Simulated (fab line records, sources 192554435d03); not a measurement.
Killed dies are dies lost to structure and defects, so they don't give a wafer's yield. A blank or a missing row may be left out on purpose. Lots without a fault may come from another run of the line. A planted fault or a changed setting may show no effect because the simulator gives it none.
Chamber matching | flow n5_finfet | N5_BEOL_M0_SAQP_PECVD_96 on pecvd-01: 3 sister chambers
The step deposits a-Si from SiH4/He, target thk 45 nm, time 45.2 s. 3 wafers are shown with their chamber, then 8 later ones without.

WAFERS WITH THEIR CHAMBER
wafer  | chamber | throttle_valve_pct (%)
L086.5 | 2       | 17.7
L089.6 | 0       | 17.5
L090.1 | 1       | 20.4

WAFERS WITHOUT THEIR CHAMBER
wafer  | throttle_valve_pct (%)
L090.2 | 17.5
L090.4 | 20.7
L093.1 | 17.9
L093.2 | 17.3
L093.5 | 20.6
L096.3 | 17.9
L096.5 | 17.7
L096.6 | 17.8

WHICH CHAMBER EACH WENT THROUGH
wafer  | from the rows above     | in truth
L090.2 | can't be placed: 0 or 2 | 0
L090.4 | 1                       | 1
L093.1 | can't be placed: 2 or 0 | 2
L093.2 | can't be placed: 0 or 2 | 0
L093.5 | 1                       | 1
L096.3 | can't be placed: 2 or 0 | 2
L096.5 | can't be placed: 2 or 0 | 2
L096.6 | can't be placed: 2 or 0 | 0
Placed correctly: 2 of 8. Can't be placed from these rows: 6 (the true chamber is among the candidates in 6). Placed wrongly: 0.
How it was worked out, from the rows above alone: a wafer's distance from a chamber is the root of the sum, over the readings, of the square of ((its reading less the chamber's mean) divided by the reading's scatter). The wafer belongs to the nearest chamber; if the next one is less than 2 further off, it can't be placed. A chamber's mean is the mean of its shown wafers. The scatter: with one shown wafer a chamber, the root of the mean of the squares of how far each hidden wafer lies from its nearest shown one.
